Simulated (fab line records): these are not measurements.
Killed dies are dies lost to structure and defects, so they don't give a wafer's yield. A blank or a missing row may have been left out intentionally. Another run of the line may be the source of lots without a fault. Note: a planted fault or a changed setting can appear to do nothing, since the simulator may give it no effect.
fab line records | flow nandHarc
record: lots: 12 wafers: 36 lastDay: 33
route steps=1302 shown A_ZERO_WELL@403 A_ONON_D1@443 END@1302
lots with no fault: from the same line, run without faults
startH: hours from the record's opening day to when the first of the lot's shown wafers began | waitH: time in hours since the lot's previous step | " same as the row above | L1.1+2: a row that stands for several wafers | - either no value or no given start | * or withheld: withheld | < > ~ a bound
route shown NAME@n: a module of which the file shows steps, and the number in the route of the first | usual: mean/standard deviation of fault-free wafers | same: alike in all rows | chamber/n: place in a boat | sites: each site's reading | _std_site: their standard deviation | _edge_site: the outer-site mean with the inner-site mean subtracted | radiusMm: how far each site lies from the wafer's centre | mask NAME#n: copy n | behind: the tool/chamber that last shaped the wafer | hold: why the lot was held/for how many hours/how that ended | device: whichever transistor did not switch (one of n, p or np) | end of line: the tests these same wafers got at the end of their route | a step with no rows: only its recipe | killed: dies that structure and defects cost at the first sort, which is not the same as the wafer's yield | map: a wafer's dies, marking killed ones x, the rest . and places with no die _
set.NAME: the setting as run; set.NAME@STEP: as run at that earlier step | model.NAME: the simulator's own value behind a step, which no gauge read
a sample of lots followed through the steps of the route, with each step as a table and each wafer as a row
services: when a tool's chamber went out of use (startH, in hours from the record's first day, below 0 if earlier), for how many hours, and the reason
== steps ==
step: NHARC_A_ZERO_WELL_DESCUM_12
recipe: timeS: 3 o2FlowSccm: 200 arFlowSccm: 0 biasPowerW: 0 chemistry: O2
usual: chamberPressureMTorr: 60.00/0.058 drypumpMotorCurrentA: 5.9/0.45 oesProductAu: 1.002/0.01 rfVppV: 57.6/0.88 showerheadPlenumPTorr: 1.88/0.087 throttleValvePct: 11.311/0.0092
columns lot.wafer tool chamber startH waitH chamberPressureMTorr drypumpMotorCurrentA oesProductAu rfHoursCounterH rfVppV showerheadPlenumPTorr throttleValvePct
L367.4 rieDiel-10 3 146.31 - 60.03 5.8 1.023 13 58.6 1.84 11.314
L367.3 " 2 " " 60.10 5.9 1.007 13 56.7 1.79 11.325
L367.6 " 3 " " 60.08 5.8 1.018 - 55.8 1.84 11.309
L369.3 rieDiel-05 3 167.50 - 60.00 5.9 1.005 3 58.5 1.78 11.308
L369.5 " 2 " " 59.99 6.6 0.999 - 57.3 1.85 11.316
L369.6 " 3 " " 60.04 5.9 0.996 - 56.9 1.78 11.290
L374.4 rieDiel-10 3 219.14 - 60.04 5.9 1.009 23 56.8 1.83 11.304
L374.3 " 0 " " 59.94 5.6 1.001 26 59.7 1.82 11.311
L374.5 " 3 " " 59.95 5.8 1.011 - 57.1 1.83 11.313
L379.3 rieDiel-10 0 266.45 - 60.04 5.6 1.006 2 57.4 1.82 11.322
L379.5 " 0 " " 60.03 5.6 1.001 - 59.5 1.82 11.309
L379.6 " 1 " " 60.03 5.6 0.996 - 57.8 1.99 11.331
L380.4 rieDiel-05 2 286.30 - 60.04 6.6 1.002 2 57.4 1.85 11.306
L380.3 " 1 " " 59.89 6.4 0.999 2 57.8 1.91 11.303
L380.5 " 2 " " 59.97 6.6 1.008 - 56.2 1.85 11.300
L381.3 rieDiel-05 2 289.79 - 60.08 6.6 1.006 2 57.5 1.85 11.328
L381.1 " 3 " " 59.96 5.9 0.992 2 57.2 1.78 11.326
L381.5 " 0 " " 59.96 5.2 1.005 - 57.9 2.04 11.299
L382.4 rieDiel-05 1 296.60 - 60.07 6.5 0.991 2 57.4 1.90 11.322
L382.3 " 3 " " 60.00 5.9 0.990 2 57.4 1.78 11.310
L382.6 " 1 " " 60.06 6.5 1.008 - 57.8 1.90 11.320
L383.1 rieDiel-05 3 305.82 - 59.92 5.9 0.988 2 57.1 1.78 11.311
L383.2 " 0 " " 60.01 5.1 1.020 2 57.0 2.04 11.309
L383.4 " 1 " " 60.16 6.5 1.002 2 56.3 1.91 11.312
L384.1 rieDiel-05 3 314.59 - 59.90 5.9 0.998 2 57.3 1.78 11.321
L384.3 " 1 " " 59.96 6.5 0.994 2 58.4 1.90 11.320
L384.5 " 2 " " 60.05 6.6 0.995 - 58.0 1.85 11.312
L385.4 rieDiel-05 0 333.92 - 60.04 5.2 1.006 3 59.3 2.04 11.330
L385.6 " 0 " " 59.99 5.2 1.015 - 58.6 2.04 11.310
L385.5 " 1 " " 60.02 6.5 0.994 - 56.4 1.91 11.292
L387.4 rieDiel-10 3 353.10 - 60.00 5.8 1.010 17 57.6 1.83 11.321
L387.1 " 1 " " 60.01 5.6 1.001 19 56.2 1.98 11.299
L387.6 " 3 " " 60.03 5.8 1.017 - 57.8 1.83 11.319
L388.2 rieDiel-10 1 361.23 - 60.02 5.7 0.999 21 58.5 1.98 11.313
L388.5 " 1 " " 60.01 5.6 1.001 - 55.9 1.98 11.322
L388.6 " 2 " " 59.91 5.9 1.014 - 58.7 1.78 11.298
step: NHARC_A_ZERO_WELL_RTA_16
recipe: tempC: 1000 timeS: 10
usual: lampPowerPct: 28.7/2.8 lamp_zone_5_pct: 28.6/2.8 wafer_temp_C_max: 1003.9/0.82
columns lot.wafer tool chamber startH waitH lampPowerPct lamp_zone_5_pct wafer_temp_C_max
L367.3 rtpAnneal-01 0 147.51 - 25.6 25.6 1004.2
L367.4 " 0 " " 25.6 25.6 1004.2
L367.6 " 0 " " 25.6 25.6 1003.9
L369.3 rtpAnneal-02 0 168.67 - 31.2 31.2 1004.7
L369.5 " 0 " " 31.2 31.2 1004.5
L369.6 " 0 " " 31.2 31.2 1003.5
L374.3 rtpAnneal-02 0 220.40 0.2 31.1 31.2 1003.2
L374.4 " 0 " " 31.2 31.1 1002.6
L374.5 " 0 " " 31.2 31.2 1003.8
L379.3 rtpAnneal-01 0 267.60 - 25.6 25.6 1005.2
L379.5 " 0 " " 25.6 25.7 1005.5
L379.6 " 0 " " 25.7 25.6 1004.3
L380.3 rtpAnneal-02 0 287.47 - 31.2 31.2 1002.6
L380.4 " 0 " " 31.1 31.2 1003.3
L380.5 " 0 " " 31.1 31.2 1002.7
L381.1 rtpAnneal-01 0 290.88 - 25.7 25.6 1005.1
L381.3 " 0 " " 25.7 25.6 1004.2
L381.5 " 0 " " 25.7 25.6 1005.1
L382.3 rtpAnneal-01 0 297.76 - 25.7 25.6 1006.0
L382.4 " 0 " " 25.6 25.6 1004.6
L382.6 " 0 " " 25.7 25.6 1005.0
L383.1 rtpAnneal-01 0 306.93 - 25.6 25.7 1004.0
L383.2 " 0 " " 25.6 25.6 1004.6
L383.4 " 0 " " 25.6 25.6 1005.8
L384.1 rtpAnneal-02 0 315.75 - 31.1 31.2 1003.8
L384.3 " 0 " " 31.1 31.1 1002.5
L384.5 " 0 " " 31.2 31.2 1002.6
L385.4 rtpAnneal-02 0 335.63 0.2 31.2 31.2 1001.5
L385.5 " 0 " " 31.2 31.2 1003.8
L385.6 " 0 " " 31.2 31.2 1003.1
L387.1 rtpAnneal-02 0 354.46 0.3 31.2 31.2 1003.5
L387.4 " 0 " " 31.2 31.1 1004.2
L387.6 " 0 " " 31.1 31.2 1003.4
L388.2 rtpAnneal-01 0 362.36 - 25.6 25.7 1004.7
L388.5 " 0 " " 25.7 25.6 1004.1
L388.6 " 0 " " 25.7 25.6 1004.5
step: NHARC_A_ONON_D1_THK_MEAS_27
recipe: thkMeasGauge: ellipsometry
usual: thkNm: 1002/8.1
columns lot.wafer tool chamber startH waitH thkNm
L367.3 filmMetro-02 - 184.61 - 1002
L367.4 " - " " 1003
L367.6 " - " " 1003
L369.3 filmMetro-01 - 200.86 - 1021
L369.5 " - " " 1020
L369.6 " - " " 1022
L374.3 filmMetro-01 - 255.52 - 994
L374.4 " - " " 993
L374.5 " - " " 993
L379.3 filmMetro-01 - 300.01 - 1002
L379.5 " - " " 1002
L379.6 " - " " 1004
L380.3 filmMetro-02 - 320.26 - 999
L380.4 " - " " 999
L380.5 " - " " 999
L381.1 filmMetro-01 - 320.40 - 991
L381.3 " - " " 991
L381.5 " - " " 990
L382.3 filmMetro-01 - 330.91 - 1005
L382.4 " - " " 1006
L382.6 " - " " 1004
L383.1 filmMetro-01 - 339.72 - 992
L383.2 " - " " 992
L383.4 " - " " 992
L384.1 filmMetro-02 - 351.25 - 1000
L384.3 " - " " 1001
L384.5 " - " " 998
L385.4 filmMetro-02 - 369.63 - 1005
L385.5 " - " " 1008
L385.6 " - " " 1008
L387.1 filmMetro-01 - 387.95 - 999
L387.4 " - " " 999
L387.6 " - " " 1001
L388.2 filmMetro-01 - 395.74 - 1014
L388.5 " - " " 1016
L388.6 " - " " 1015
step: NHARC_A_ONON_D1_DEP_28
recipe: targetThkA: 10000 n2FlowSccm: 2750 n2oFlowSccm: 2000 nh3FlowSccm: 500 sih4FlowSccm: 210 tempC: 400
usual: n2oFlowSccm: 2000/6.1
columns lot.wafer tool chamber startH waitH n2oFlowSccm
L367.3 pecvdOnon-03 0 184.79 0.2 2004
L367.4 " 0 " " 1999
L367.6 " 0 " " 2002
L369.3 pecvdOnon-01 0 201.03 0.2 2006
L369.5 " 0 " " 2008
L369.6 " 0 " " 1994
L374.3 pecvdOnon-03 0 255.70 0.2 1998
L374.4 " 0 " " 2002
L374.5 " 0 " " 2004
L379.3 pecvdOnon-03 0 300.18 0.2 1993
L379.5 " 0 " " 1998
L379.6 " 0 " " 1996
L380.3 pecvdOnon-03 0 320.43 0.2 1995
L380.4 " 0 " " 2004
L380.5 " 0 " " 2005
L381.1 pecvdOnon-01 0 320.46 0.1 1997
L381.3 " 0 " " 2003
L381.5 " 0 " " 1997
L382.3 pecvdOnon-01 0 331.08 0.2 1987
L382.4 " 0 " " 1993
L382.6 " 0 " " 1992
L383.1 pecvdOnon-04 0 339.78 0.1 2002
L383.2 " 0 " " 2005
L383.4 " 0 " " 1992
L384.1 pecvdOnon-01 0 351.31 0.1 1993
L384.3 " 0 " " 1993
L384.5 " 0 " " 1995
L385.4 pecvdOnon-04 0 369.86 0.2 2007
L385.5 " 0 " " 2010
L385.6 " 0 " " 1993
L387.1 pecvdOnon-04 0 388.01 0.1 2002
L387.4 " 0 " " 1995
L387.6 " 0 " " 1995
L388.2 pecvdOnon-04 0 395.86 0.1 1997
L388.5 " 0 " " 2003
L388.6 " 0 " " 2007
step: NHARC_A_ONON_D1_THK_MEAS_30
recipe: thkMeasGauge: ellipsometry
usual: thkNm: 1002/8.3
columns lot.wafer tool chamber startH waitH thkNm
L367.3 filmMetro-01 - 185.18 - 992
L367.4 " - " " 992
L367.6 " - " " 994
L369.3 filmMetro-01 - 201.42 - 1008
L369.5 " - " " 1005
L369.6 " - " " 1004
L374.3 filmMetro-02 - 256.09 - 998
L374.4 " - " " 998
L374.5 " - " " 1000
L379.3 filmMetro-01 - 300.58 - 1005
L379.5 " - " " 1004
L379.6 " - " " 1500
L380.3 filmMetro-02 - 320.82 - 1016
L380.4 " - " " 1508
L380.5 " - " " 1016
L381.1 filmMetro-02 - 320.97 - 996
L381.3 " - " " 995
L381.5 " - " " 994
L382.3 filmMetro-01 - 331.48 - 1000
L382.4 " - " " 999
L382.6 " - " " 998
L383.1 filmMetro-01 - 340.31 - 979
L383.2 " - " " 978
L383.4 " - " " 976
L384.1 filmMetro-02 - 351.81 - 996
L384.3 " - " " 995
L384.5 " - " " 994
L385.4 filmMetro-01 - 370.20 - 1001
L385.5 " - " " 1002
L385.6 " - " " 1003
L387.1 filmMetro-01 - 388.53 - 1011
L387.4 " - " " 1013
L387.6 " - " " 1013
L388.2 filmMetro-02 - 396.31 - 1007
L388.5 " - " " 1006
L388.6 " - " " 1006
step: NHARC_END_SORT_01
recipe: tempC: 25
usual: killedAtArray: 54/21 killedAtOther: 1.0/1.2 killedAtPeriphery: 3.6/2.6 killedDies: 58/20 killedOpen: 3.3/1.9 killedShort: 2.6/1.5
same: grossDies: 677
columns lot.wafer tool chamber startH waitH killedAtArray killedAtOther killedAtPeriphery killedDies killedOpen killedShort
L379.3 prober-01 0 689.10 3.1 28 0 10 38 4 0
L379.5 prober-01 0 690.70 3.7 37 0 4 41 3 1
L379.6 prober-01 0 691.50 4.0 673 1 3 677 2 1
L383.1 prober-01 0 714.35 2.5 41 0 3 44 2 2
L380.3 prober-01 0 730.61 3.1 93 0 4 97 5 2
L380.4 prober-01 0 731.40 3.4 676 1 0 677 4 1
L380.5 prober-01 0 732.19 3.7 73 1 7 81 4 4
killed by level:class
L379.3 A_STAIRCASE:chamberFilmFlake=10 P_GATE:chamberFilmFlake=6 A_CHANNEL_HOLE_D1:chamberFilmFlake=4 A_SLIT:chamberFilmFlake=4 P_CONTACT:chamberFilmFlake=2 A_CHANNEL_FILL_D1:chamberFilmFlake=2 A_CHANNEL_FILL_D2:chamberFilmFlake=2 A_CONTACT:chamberFilmFlake=2
L379.5 A_CHANNEL_HOLE_D1:chamberFilmFlake=9 A_SLIT:chamberFilmFlake=7 A_STAIRCASE:chamberFilmFlake=6 A_CHANNEL_FILL_D2:chamberFilmFlake=5 A_CONTACT:chamberFilmFlake=4 P_GATE:chamberFilmFlake=3 A_WL_FILL:chamberFilmFlake=2 A_ONON_D1:geometricParticle:open=1
L379.6 A_ONON_D1:areaDep=648 A_CHANNEL_HOLE_D1:chamberFilmFlake=6 A_STAIRCASE:chamberFilmFlake=5 A_CHANNEL_FILL_D2:chamberFilmFlake=3 A_SLIT:chamberFilmFlake=3 A_CONTACT:chamberFilmFlake=3 A_ONON_D1:geometricParticle:open=2 A_ZERO_WELL:chamberFilmFlake=2
L383.1 A_CHANNEL_HOLE_D1:chamberFilmFlake=29 A_CHANNEL_FILL_D1:chamberFilmFlake=3 P_M1:chamberFilmFlake=2 A_CONTACT:chamberFilmFlake=2 A_CHANNEL_FILL_D1:geometricParticle:short=1 A_DECK1_JOINT:geometricParticle:open=1 A_CHANNEL_FILL_D2:geometricParticle:open=1 A_CHANNEL_FILL_D2:geometricParticle:short=1
L380.3 A_CHANNEL_HOLE_D1:chamberFilmFlake=40 A_SLIT:chamberFilmFlake=36 A_CONTACT:chamberFilmFlake=5 A_ONON_D1:geometricParticle:open=3 A_CHANNEL_FILL_D1:chamberFilmFlake=3 P_BONDPAD:chamberFilmFlake=2 P_CONTACT:geometricParticle:short=1 A_CHANNEL_FILL_D2:geometricParticle:short=1
L380.4 A_ONON_D1:areaDep=611 A_CHANNEL_HOLE_D1:chamberFilmFlake=31 A_SLIT:chamberFilmFlake=16 A_CHANNEL_HOLE_D2:chamberFilmFlake=5 A_CONTACT:chamberFilmFlake=4 A_BLC:geometricParticle:open=2 A_CHANNEL_FILL_D1:chamberFilmFlake=2 A_DECK1_JOINT:chamberFilmFlake=2
L380.5 A_SLIT:chamberFilmFlake=27 A_CHANNEL_HOLE_D1:chamberFilmFlake=24 A_CONTACT:chamberFilmFlake=10 P_BONDPAD:chamberFilmFlake=3 A_CHANNEL_HOLE_D2:chamberFilmFlake=3 P_CONTACT:chamberFilmFlake=2 P_GATE:geometricParticle:open=1 A_CHANNEL_FILL_D1:geometricParticle:open=1
== services ==
columns tool chamber startH hours kind
pecvdOnon-04 - 130.00 13.0 pm
rieDiel-05 0 135.10 - clean
rieDiel-05 1 135.10 - clean
rieDiel-05 2 135.10 - clean
rieDiel-05 3 135.10 - clean
rieDiel-05 0 159.60 - clean
rieDiel-05 1 159.60 - clean
rieDiel-05 2 159.60 - clean
rieDiel-05 3 159.60 - clean
rieDiel-05 0 164.07 18.3 repair
rieDiel-05 - 179.67 2.1 repair
rieDiel-05 0 184.17 - clean
rieDiel-05 1 208.56 4.9 repair
pecvdOnon-03 - 227.19 13.0 pm
rieDiel-05 - 229.60 9.0 pm
rieDiel-10 - 242.96 9.0 pm
rieDiel-10 3 269.00 6.4 repair
pecvdOnon-01 - 269.27 13.0 pm
rieDiel-05 0 279.12 1.7 repair
pecvdOnon-04 - 311.00 13.0 pm
rieDiel-05 0 334.94 2.3 repair
rieDiel-05 - 337.37 36.2 repair
rtpAnneal-01 - 372.09 12.0 pm
rieDiel-10 3 385.13 7.2 repair
== key ==
firstSign: step: NHARC_A_ONON_D1_THK_MEAS_30 reading: thkNm direction: up sigmas: 60 usual: 1002 struck: 1504
effect: step: NHARC_END_SORT_01 reading: killedDies direction: up sigmas: 30 usual: 58 struck: 677
moreKillsBornAt: NHARC_A_ONON_D1_DEP_28@pecvdOnon-03: 1259
metAt NHARC_A_ONON_D1_DEP_28
struckLots L379,L380
struckWafers L379.6,L380.4
laterRowsLeftOut L379.6,L380.4
testerLeftOut L379,L380
notActingAt NHARC_A_ZERO_WELL_DESCUM_12,NHARC_A_ZERO_WELL_RTA_16,NHARC_A_ONON_D1_THK_MEAS_27
onsetBetween 255.70 300.18
fault: kind: processParameterDrift tool: pecvdOnon-03 chamber: - onsetH: 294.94 steps: NHARC_A_ONON_D1_DEP_28 channel: targetThkA offset: * shape: step endH: 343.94 scope: struckWafersOnly actsIn: * stated: *
testerLeftOut: of these lots the tester's yield and bins aren't shown, on N5 and GAA mostly nor the transistor test; their killed dies are dies lost to structure and defects alone, not to doping, threshold or leakage, so they don't give the yield
laterRowsLeftOut: the simulator's readings of these wafers behind a module that went badly wrong aren't trusted and aren't shown, but for the sort
